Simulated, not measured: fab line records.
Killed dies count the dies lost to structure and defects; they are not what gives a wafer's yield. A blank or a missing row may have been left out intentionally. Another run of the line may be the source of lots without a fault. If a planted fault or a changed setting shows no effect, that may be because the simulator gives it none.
Which tool is to blame? | flow n5_finfet | Sampling: 9 lots, 27 wafers, 5 of 1938 route steps

== WHAT EACH GAUGE READ, for each wafer ==
N5_BEOL_M4_RC_MEAS_101. Usual: DIBL_N 36.4 mV/V, standard deviation 1.7; DIBL_P 36.4 mV/V, standard deviation 2.1; IOFF_N 0.16 nA/um, standard deviation 0.035; IOFF_P 0.21 nA/um, standard deviation 0.035; ION_N 680 uA/um, standard deviation 11; ION_P 465 uA/um, standard deviation 6.8; SS_N 71.5 mV/dec, standard deviation 0.58; SS_P 73.2 mV/dec, standard deviation 0.72; VT_N 249 mV, standard deviation 3.6; VT_P -250 mV, standard deviation 3.1.
lot  | measured     | on        | DIBL_N (mV/V)  | DIBL_P (mV/V)  | IOFF_N (nA/um) | IOFF_P (nA/um) | ION_N (uA/um) | ION_P (uA/um) | SS_N (mV/dec)  | SS_P (mV/dec)  | VT_N (mV)   | VT_P (mV)      | flag
L419 | day 8 08:55  | prober-02 | 34.6 34.0 37.1 | 34.5 33.7 37.9 | 0.14 0.13 0.18 | 0.19 0.17 0.23 | 669 667 689   | 462 460 467   | 71.7 71.6 71.5 | 72.8 72.1 73.1 | 252 253 246 | -248 -253 -247 |
L424 | day 9 22:27  | prober-01 | 36.3 34.1 36.1 | 35.4 33.1 35.0 | 0.15 0.13 0.15 | 0.22 0.19 0.22 | 689 670 683   | 472 466 474   | 71.8 71.3 71.7 | 73.4 72.8 73.1 | 252 252 252 | -248 -246 -246 |
L427 | day 10 02:14 | prober-02 | 36.5 38.0 40.3 | 36.4 39.3 42.2 | 0.14 0.19 0.24 | 0.19 0.24 0.30 | 686 693 701   | 472 474 475   | 72.0 71.2 72.4 | 73.6 73.5 74.3 | 251 249 244 | -252 -249 -245 |
L430 | day 11 07:11 | prober-01 | 35.3 35.7 36.4 | 34.5 34.5 34.9 | 0.14 0.15 0.16 | 0.18 0.20 0.20 | 679 679 678   | 463 461 459   | 71.1 71.2 71.6 | 72.3 72.8 73.1 | 250 248 247 | -252 -249 -252 |
L431 | day 11 12:10 | prober-02 | 38.0 34.5 38.1 | 36.6 33.9 37.7 | 0.19 0.13 0.20 | 0.25 0.21 0.28 | 695 676 695   | 473 473 474   | 72.4 70.4 72.4 | 73.9 72.5 74.1 | 243 250 244 | -244 -250 -244 |
L435 | day 12 09:25 | prober-02 | 37.1 36.5 34.3 | 38.1 37.3 35.6 | 0.16 0.15 0.13 | 0.22 0.21 0.19 | 680 656 668   | 461 452 465   | 71.9 71.4 71.2 | 73.2 72.5 72.7 | 250 254 255 | -251 -250 -248 |
L436 | day 12 14:55 | prober-02 | 34.0 37.2 35.8 | 33.9 36.5 35.5 | 0.12 0.16 0.14 | 0.15 0.19 0.18 | 664 674 676   | 457 458 464   | 71.4 71.8 70.8 | 72.0 72.7 72.2 | 256 250 252 | -253 -252 -255 |
L438 | day 13 14:23 | prober-01 | 36.7 35.4 35.4 | 38.0 35.9 36.5 | 0.19 0.17 0.18 | 0.23 0.19 0.19 | 681 684 690   | 460 460 466   | 71.7 71.5 71.6 | 73.4 73.1 73.5 | 245 246 248 | -249 -253 -254 |
L440 | day 13 18:07 | prober-01 | 38.1 36.0 34.3 | 38.2 34.8 33.1 | 0.17 0.14 0.12 | 0.26 0.20 0.18 | 678 674 669   | 476 470 466   | 71.5 71.9 70.5 | 74.7 72.7 72.2 | 251 252 254 | -248 -250 -251 |

== TOOL THAT RAN EACH LOT (tool first, then ch and the chambers of the sampled wafers, then the start) ==
lot  | N5_PMOS_HMC_CHANNEL_EPI_EPI_26 | N5_FIN_SAQP_HM_DEP_72          | N5_FIN_SAQP_COAT_50              | N5_FIN_SAQP_ETCH_52
L419 | epi_rpcvd-01 ch 0, day 2 01:47 | pecvd-03 ch 0,1,2, day 2 03:23 | litho_track-01 ch 0, day 2 03:28 | rie_diel-01 ch 1,3, day 2 03:53
L424 | epi_rpcvd-04 ch 0, day 3 08:58 | pecvd-01 ch 1,2, day 3 10:35   | litho_track-01 ch 0, day 3 10:40 | rie_diel-04 ch 1,2,3, day 3 11:15
L427 | epi_rpcvd-04 ch 0, day 4 01:54 | pecvd-01 ch 0,1,2, day 4 03:08 | litho_track-02 ch 0, day 4 03:13 | rie_diel-04 ch 0,3, day 4 03:52
L430 | epi_rpcvd-03 ch 0, day 4 20:13 | pecvd-02 ch 1,2, day 4 21:26   | litho_track-01 ch 0, day 4 21:31 | rie_diel-01 ch 0,1,3, day 4 22:05
L431 | epi_rpcvd-03 ch 0, day 5 02:28 | pecvd-02 ch 0,2, day 5 04:32   | litho_track-01 ch 0, day 5 04:37 | rie_diel-04 ch 2,3, day 5 05:10
L435 | epi_rpcvd-04 ch 0, day 6 01:38 | pecvd-02 ch 0,1,2, day 6 03:15 | litho_track-05 ch 0, day 6 03:20 | rie_diel-02 ch 0,2,3, day 6 03:53
L436 | epi_rpcvd-01 ch 0, day 6 07:27 | pecvd-03 ch 0,1,2, day 6 08:41 | litho_track-02 ch 0, day 6 08:46 | rie_diel-04 ch 1,2,3, day 6 09:13
L438 | epi_rpcvd-03 ch 0, day 6 20:43 | pecvd-01 ch 0,1, day 6 21:58   | litho_track-02 ch 0, day 6 22:02 | rie_diel-02 ch 0,1, day 6 22:36
L440 | epi_rpcvd-04 ch 0, day 7 08:31 | pecvd-01 ch 1,2, day 7 09:45   | litho_track-02 ch 0, day 7 09:50 | rie_diel-04 ch 0,1,3, day 7 10:23
- N5_PMOS_HMC_CHANNEL_EPI_EPI_26: deposits Si from SiH4/H2, target thk 3.8 nm, time 22.7 s.
- N5_FIN_SAQP_HM_DEP_72: deposits SiO2 from SiH4/N2O, target thk 12 nm, time 7.2 s.
- N5_FIN_SAQP_COAT_50: time 60 s, resist thk 35 nm.
- N5_FIN_SAQP_ETCH_52: etches SOC in N2/H2, target depth 100 nm, overetch 20 nm, time 150 s.

== WHAT THE TOOLS THEMSELVES READ (means of the sampled wafers that have a number; where no wafer has one, the mark that the record gives instead) ==
N5_PMOS_HMC_CHANNEL_EPI_EPI_26. Usual: 11.61 % for throttle_valve_pct, sd 0.15.
lot  | tool         | throttle_valve_pct (%) | flag
L419 | epi_rpcvd-01 | 11.64                  |
L424 | epi_rpcvd-04 | 11.67                  |
L427 | epi_rpcvd-04 | 11.59                  |
L430 | epi_rpcvd-03 | 11.70                  |
L431 | epi_rpcvd-03 | 11.58                  |
L435 | epi_rpcvd-04 | 11.57                  |
L436 | epi_rpcvd-01 | 11.67                  |
L438 | epi_rpcvd-03 | 11.33                  |
L440 | epi_rpcvd-04 | 11.64                  |

N5_FIN_SAQP_HM_DEP_72. Usual: heater_power_w 768 W, standard deviation 97; rf_fwd_power_W 273.1 W, standard deviation 0.84; showerhead_plenum_p_Torr 8.23 Torr, standard deviation 0.16.
lot  | tool     | heater_power_w (W) | rf_fwd_power_W (W) | showerhead_plenum_p_Torr (Torr) | flag
L419 | pecvd-03 | 751                | 272.7              | 8.17                            |
L424 | pecvd-01 | 753                | 272.7              | 8.07                            |
L427 | pecvd-01 | 751                | 273.1              | 8.12                            |
L430 | pecvd-02 | 719                | 274.3              | 8.43                            |
L431 | pecvd-02 | 761                | 273.5              | 8.40                            |
L435 | pecvd-02 | 730                | 273.4              | 8.39                            |
L436 | pecvd-03 | 753                | 272.7              | 8.18                            |
L438 | pecvd-01 | 713                | 273.7              | 8.18                            |
L440 | pecvd-01 | 788                | 272.5              | 8.07                            |

N5_FIN_SAQP_COAT_50. Usual: 1500.1 rpm for spin_speed_rpm, sd 1.2.
lot  | tool           | spin_speed_rpm (rpm) | flag
L419 | litho_track-01 | 1499.5               |
L424 | litho_track-01 | 1499.8               |
L427 | litho_track-02 | 1500.1               |
L430 | litho_track-01 | 1622.0               | OFF
L431 | litho_track-01 | 1620.5               | OFF
L435 | litho_track-05 | 1499.7               |
L436 | litho_track-02 | 1499.1               |
L438 | litho_track-02 | 1500.6               |
L440 | litho_track-02 | 1500.3               |

N5_FIN_SAQP_ETCH_52. Usual: drypump_motor_current_A is 5.8 A with standard deviation 0.55, oes_product_au is 0.72 a.u. with standard deviation 0.06, rf_fwd_power_W is 836.7 W with standard deviation 2.5, rf_vpp_V is 523.8 V with standard deviation 2.3, showerhead_plenum_p_Torr is 2.54 Torr with standard deviation 0.071, temp_c is 40.01 C with standard deviation 0.11, and throttle_valve_pct is 17.9 % with standard deviation 0.31.
lot  | tool        | drypump_motor_current_A (A) | oes_product_au (a.u.) | rf_fwd_power_W (W) | rf_vpp_V (V) | showerhead_plenum_p_Torr (Torr) | temp_c (C) | throttle_valve_pct (%) | flag
L419 | rie_diel-01 | 6.0                         | 0.81                  | 836.5              | 526.0        | 2.61                            | 39.98      | 17.4                   |
L424 | rie_diel-04 | 5.8                         | 0.74                  | 835.6              | 522.2        | 2.50                            | 40.10      | 17.9                   |
L427 | rie_diel-04 | 5.8                         | 0.69                  | 837.5              | 522.1        | 2.44                            | 40.07      | 18.0                   |
L430 | rie_diel-01 | 5.7                         | 0.79                  | 838.1              | 525.5        | 2.59                            | 40.13      | 17.5                   |
L431 | rie_diel-04 | 5.9                         | 0.77                  | 838.6              | 521.8        | 2.48                            | 40.04      | 17.7                   |
L435 | rie_diel-02 | 5.5                         | 0.66                  | 835.8              | 524.7        | 2.60                            | 39.88      | 18.1                   |
L436 | rie_diel-04 | 5.8                         | 0.71                  | 839.0              | 522.6        | 2.49                            | 40.02      | 17.9                   |
L438 | rie_diel-02 | 5.9                         | 0.65                  | 836.3              | 524.9        | 2.60                            | 40.00      | 18.2                   |
L440 | rie_diel-04 | 6.0                         | 0.66                  | 836.0              | 520.7        | 2.45                            | 39.97      | 18.2                   |

== THE ANSWER, worked out from the rows above alone ==
Rule: a lot is off if the mean of its wafers that have a number lies more than 3 standard deviations from the usual mean. A lot without any number at a reading at which 4 lots or more have one is off too. Any other lot the step has rows for is counted as sound. Order of review: gauges by route order, followed by the tools' own readings, for which a lot's mean as printed above is used. The first step at which some lot is off is used, and at that step the reading that is off furthest; a lot without a number counts as furthest.
Off, at N5_FIN_SAQP_COAT_50 on spin_speed_rpm: L430, L431.
A tool fits if, at that step or a process step before it, it ran every lot that is off, and no sound lot after the first of them. One candidate fits, namely litho_track-01 at N5_FIN_SAQP_COAT_50. A fault onset in the window from L424 (day 3 10:40, its last sound lot) to L430 (day 4 21:31, its first lot off) fits.
The tool's own readings at N5_FIN_SAQP_COAT_50 bear it out: on the lots that are off they differ by more than 5 times the standard deviation of the sound lots' means. spin_speed_rpm reads 1621.2 rpm there against 1499.9 rpm on the sound lots.

== WHAT WAS PUT IN BY THE SIMULATOR ==
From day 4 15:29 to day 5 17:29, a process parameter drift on litho_track-01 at N5_FIN_SAQP_COAT_50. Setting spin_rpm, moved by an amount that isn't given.
Shown lots that were struck: L430, L431. The rule given above showed the same thing.
